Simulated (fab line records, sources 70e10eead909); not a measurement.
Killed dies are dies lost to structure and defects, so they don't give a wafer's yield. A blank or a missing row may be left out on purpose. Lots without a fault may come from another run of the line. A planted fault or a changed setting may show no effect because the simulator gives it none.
Which tool did it? | flow nand_harc | 13 lots, 39 wafers sampled, at 5 steps of a route of 1302

WHAT THE GAUGES READ, wafer by wafer
NHARC_END_SORT_01. Usual: defect_limited_yield 90.7 %, standard deviation 3; killed_at_array 58, standard deviation 20; killed_at_other 0.9, standard deviation 1.4; killed_at_periphery 4, standard deviation 3.1; killed_dies 63, standard deviation 20; killed_open 3.3, standard deviation 1.8; killed_short 2.4, standard deviation 1.5.
lot  | measured     | on        | defect_limited_yield (%) | killed_at_array | killed_at_other | killed_at_periphery | killed_dies | killed_open | killed_short | flag
L550 | day 26 13:55 | prober-01 | 0 0 0                    | 670 674 672     | 1 1 2           | 6 2 3               | 677 677 677 | 3 4 1       | 0 2 1        | OFF
L552 | day 27 10:08 | prober-02 | 0 0 0                    | 676 674 675     | 1 2 1           | 0 1 1               | 677 677 677 | 4 5 5       | 3 7 2        | OFF
L559 | day 31 04:09 | prober-01 | 90.0 90.0 88.5           | 64 62 74        | 1 0 1           | 3 6 3               | 68 68 78    | 5 2 4       | 4 0 4        |
L562 | day 31 19:05 | prober-01 | 93.9 93.1 90.7           | 39 42 58        | 0 0 0           | 2 5 5               | 41 47 63    | 3 5 3       | 2 0 1        |
L563 | day 31 12:09 | prober-02 | 88.9 89.5 92.2           | 67 67 47        | 1 1 0           | 7 3 6               | 75 71 53    | 4 1 4       | 4 2 3        |
L560 | day 31 12:00 | prober-01 | 91.4 94.1 93.5           | 54 37 42        | 0 1 0           | 4 2 2               | 58 40 44    | 2 0 4       | 1 1 3        |
L565 | day 32 23:26 | prober-02 | 85.7 88.6 90.0           | 94 76 65        | 2 0 0           | 1 1 3               | 97 77 68    | 3 0 3       | 3 3 3        |
L564 | day 33 05:41 | prober-01 | 90.7 92.5 94.1           | 56 43 32        | 0 0 0           | 7 8 8               | 63 51 40    | 3 1 3       | 1 1 1        |
L568 | day 34 13:17 | prober-02 | 95.9 93.5 92.9           | 26 40 45        | 2 1 1           | 0 3 2               | 28 44 48    | 4 1 1       | 4 4 1        |

WHICH TOOL RAN EACH LOT (tool, then ch and the chambers of the sampled wafers, then the start)
lot  | NHARC_A_BLC_ALD_23                  | NHARC_A_M0_DESCUM_14               | NHARC_A_M0_ANNEAL_30             | NHARC_A_M1_DEP_00
L546 | ald_metal-02 ch 1,2,3, day 23 14:32 | rie_diel-02 ch 0,1,2, day 23 16:37 | rtp_anneal-01 ch 0, day 23 18:20 | pecvd-02 ch 0,2, day 23 19:43
L547 | ald_metal-02 ch 0,1, day 23 16:32   | rie_diel-02 ch 0,1,3, day 23 18:49 | rtp_anneal-02 ch 0, day 23 20:34 | pecvd-01 ch 0,1,2, day 23 21:50
L550 | ald_metal-02 ch 1,2,3, day 24 10:18 | rie_diel-03 ch 0,1,2, day 25 00:39 | rtp_anneal-01 ch 0, day 25 02:19 | pecvd-02 ch 0,1,2, day 25 03:42
L552 | ald_metal-04 ch 0,1, day 25 16:38   | rie_diel-11 ch 0,2, day 25 18:50   | rtp_anneal-02 ch 0, day 25 20:32 | pecvd-03 ch 0,2, day 25 21:58
L553 | ald_metal-03 ch 0,2, day 25 17:56   | rie_diel-11 ch 0,1,3, day 25 20:10 | rtp_anneal-01 ch 0, day 25 21:55 | pecvd-01 ch 1,2, day 25 23:14
L559 | ald_metal-04 ch 1,2,3, day 29 11:22 | rie_diel-02 ch 0,3, day 29 13:35   | rtp_anneal-01 ch 0, day 29 15:24 | pecvd-01 ch 0,1, day 29 16:41
L562 | ald_metal-03 ch 1,2,3, day 29 14:03 | rie_diel-02 ch 0,1, day 29 16:16   | rtp_anneal-01 ch 0, day 29 18:01 | pecvd-03 ch 0,1, day 29 19:20
L563 | ald_metal-04 ch 1,2,3, day 29 14:08 | rie_diel-03 ch 2,3, day 29 16:25   | rtp_anneal-02 ch 0, day 29 18:23 | pecvd-02 ch 0,2, day 29 19:45
L560 | ald_metal-02 ch 0,3, day 29 15:24   | rie_diel-03 ch 0,2, day 29 17:37   | rtp_anneal-02 ch 0, day 29 19:25 | pecvd-03 ch 0,1, day 29 20:45
L565 | ald_metal-02 ch 0,1,2, day 30 13:13 | rie_diel-03 ch 2,3, day 30 15:22   | rtp_anneal-01 ch 0, day 30 17:11 | pecvd-03 ch 0,1,2, day 30 18:33
L564 | ald_metal-03 ch 1,2, day 30 23:50   | rie_diel-02 ch 0,1,3, day 31 02:04 | rtp_anneal-01 ch 0, day 31 04:05 | pecvd-02 ch 0,1,2, day 31 05:25
L567 | ald_metal-03 ch 1,2, day 32 12:53   | rie_diel-11 ch 0,1,2, day 32 15:00 | rtp_anneal-02 ch 0, day 32 16:43 | pecvd-01 ch 0,1, day 32 18:08
L568 | ald_metal-02 ch 2,3, day 32 19:22   | rie_diel-02 ch 1,3, day 32 21:35   | rtp_anneal-02 ch 0, day 32 23:17 | pecvd-02 ch 0,1, day 33 00:44
- NHARC_A_BLC_ALD_23: deposits TiN, target thk 3 nm, pulse time 1 s, ald cycles 150.
- NHARC_A_M0_DESCUM_14: chemistry O2, time 3 s.
- NHARC_A_M0_ANNEAL_30: time 90 s.
- NHARC_A_M1_DEP_00: deposits SiOC, target thk 182.5 nm.

WHAT THE TOOLS THEMSELVES READ (means of the sampled wafers that have a number; where no wafer has one, the mark that the record gives instead)
NHARC_A_BLC_ALD_23. Usual: heater_power_w 1130 W, standard deviation 100; precursor_pulse_height_rel 0.999, standard deviation 0.022.
lot  | tool         | heater_power_w (W) | precursor_pulse_height_rel | flag
L546 | ald_metal-02 | 1145               | 1.022                      |
L547 | ald_metal-02 | 1163               | 1.019                      |
L550 | ald_metal-02 | 1148               | 1.022                      |
L552 | ald_metal-04 | 1014               | 1.000                      |
L553 | ald_metal-03 | 1203               | 1.011                      |
L559 | ald_metal-04 | 1060               | 1.001                      |
L562 | ald_metal-03 | 1093               | 0.987                      |
L563 | ald_metal-04 | 1071               | 0.995                      |
L560 | ald_metal-02 | 1136               | 0.982                      |
L565 | ald_metal-02 | 1192               | 0.995                      |
L564 | ald_metal-03 | 1156               | 1.001                      |
L567 | ald_metal-03 | 1146               | 0.996                      |
L568 | ald_metal-02 | 1141               | 0.979                      |

NHARC_A_M0_DESCUM_14. Usual: drypump_motor_current_A 5.8 A, standard deviation 0.48; oes_product_au 0.998 a.u., standard deviation 0.01; rf_vpp_V 57.7 V, standard deviation 0.9; showerhead_plenum_p_Torr 1.90 Torr, standard deviation 0.073; throttle_valve_pct 11.312 %, standard deviation 0.0081.
lot  | tool        | drypump_motor_current_A (A) | oes_product_au (a.u.) | rf_vpp_V (V) | showerhead_plenum_p_Torr (Torr) | throttle_valve_pct (%) | flag
L546 | rie_diel-02 | 5.6                         | 1.000                 | 57.7         | 1.89                            | 11.309                 |
L547 | rie_diel-02 | 5.6                         | 1.005                 | 58.0         | 1.88                            | 11.314                 |
L550 | rie_diel-03 | 5.8                         | 0.993                 | 56.6         | 1.90                            | 11.307                 |
L552 | rie_diel-11 | 5.7                         | 1.002                 | 58.1         | 1.94                            | 11.309                 |
L553 | rie_diel-11 | 5.8                         | 1.001                 | 57.1         | 1.90                            | 11.310                 |
L559 | rie_diel-02 | 5.7                         | 0.995                 | 57.2         | 1.86                            | 11.311                 |
L562 | rie_diel-02 | 5.4                         | 0.986                 | 57.4         | 1.91                            | 11.315                 |
L563 | rie_diel-03 | 6.5                         | 1.004                 | 58.1         | 1.97                            | 11.312                 |
L560 | rie_diel-03 | 6.1                         | 1.010                 | 58.1         | 1.92                            | 11.315                 |
L565 | rie_diel-03 | 6.5                         | 1.018                 | 57.1         | 1.93                            | 11.316                 |
L564 | rie_diel-02 | 5.6                         | 0.987                 | 58.0         | 1.88                            | 11.309                 |
L567 | rie_diel-11 | 6.0                         | 1.000                 | 58.6         | 1.87                            | 11.315                 |
L568 | rie_diel-02 | 5.5                         | 1.009                 | 57.4         | 1.91                            | 11.311                 |

NHARC_A_M0_ANNEAL_30. Usual: wafer_temp_C_max 225.76, standard deviation 0.28.
lot  | tool          | wafer_temp_C_max | flag
L546 | rtp_anneal-01 | 226.05           |
L547 | rtp_anneal-02 | 225.43           |
L550 | rtp_anneal-01 | 226.14           |
L552 | rtp_anneal-02 | 225.68           |
L553 | rtp_anneal-01 | 226.12           |
L559 | rtp_anneal-01 | 225.89           |
L562 | rtp_anneal-01 | 225.96           |
L563 | rtp_anneal-02 | 225.65           |
L560 | rtp_anneal-02 | 225.83           |
L565 | rtp_anneal-01 | 225.90           |
L564 | rtp_anneal-01 | 225.75           |
L567 | rtp_anneal-02 | 225.56           |
L568 | rtp_anneal-02 | 225.61           |

NHARC_A_M1_DEP_00. Usual: chamber_pressure_Torr 5.001 Torr, standard deviation 0.012; rf_fwd_power_W 598.7 W, standard deviation 1.9; showerhead_vpp_V 1496 V, standard deviation 89.
lot  | tool     | chamber_pressure_Torr (Torr) | rf_fwd_power_W (W) | showerhead_vpp_V (V) | flag
L546 | pecvd-02 | 4.996                        | 597.5              | 1594                 |
L547 | pecvd-01 | 5.013                        | 600.6              | 1409                 |
L550 | pecvd-02 | -                            | -                  | -                    | OFF
L552 | pecvd-03 | -                            | -                  | -                    | OFF
L553 | pecvd-01 | -                            | -                  | -                    | OFF
L559 | pecvd-01 | 4.983                        | 600.0              | 1410                 |
L562 | pecvd-03 | 4.995                        | 599.2              | 1511                 |
L563 | pecvd-02 | 5.005                        | 599.7              | 1586                 |
L560 | pecvd-03 | 4.997                        | 600.6              | 1509                 |
L565 | pecvd-03 | 4.997                        | 599.2              | 1494                 |
L564 | pecvd-02 | 4.990                        | 597.1              | 1600                 |
L567 | pecvd-01 | 4.999                        | 600.1              | 1403                 |
L568 | pecvd-02 | 5.000                        | 599.7              | 1559                 |

THE ANSWER, worked out from the rows above alone
Rule: a lot is off if the mean of its wafers that have a number lies more than 3 standard deviations from the usual mean. A lot without any number at a reading at which 4 lots or more have one is off too. The other lots that the step has rows for count as sound. The gauges are gone through in route order, then the tools' own readings, and for those a lot's mean is taken as printed above. The first step at which some lot is off is used, and at that step the reading that is off furthest; a lot without a number counts as furthest.
Off: L550, L552, at NHARC_END_SORT_01 (killed_at_array). Neither off nor sound, because the step has no rows for them: L546, L547, L553, L567.
A tool fits if, at a process step before that reading, it ran every lot that is off, and no sound lot after the first of them. The gauges at NHARC_END_SORT_01 aren't tried: what is off there is off at NHARC_A_M1_DEP_00 too, on other tools, and a gauge's error can't cause that. None of those tried fits.

WHAT THE SIMULATOR HAD PUT IN
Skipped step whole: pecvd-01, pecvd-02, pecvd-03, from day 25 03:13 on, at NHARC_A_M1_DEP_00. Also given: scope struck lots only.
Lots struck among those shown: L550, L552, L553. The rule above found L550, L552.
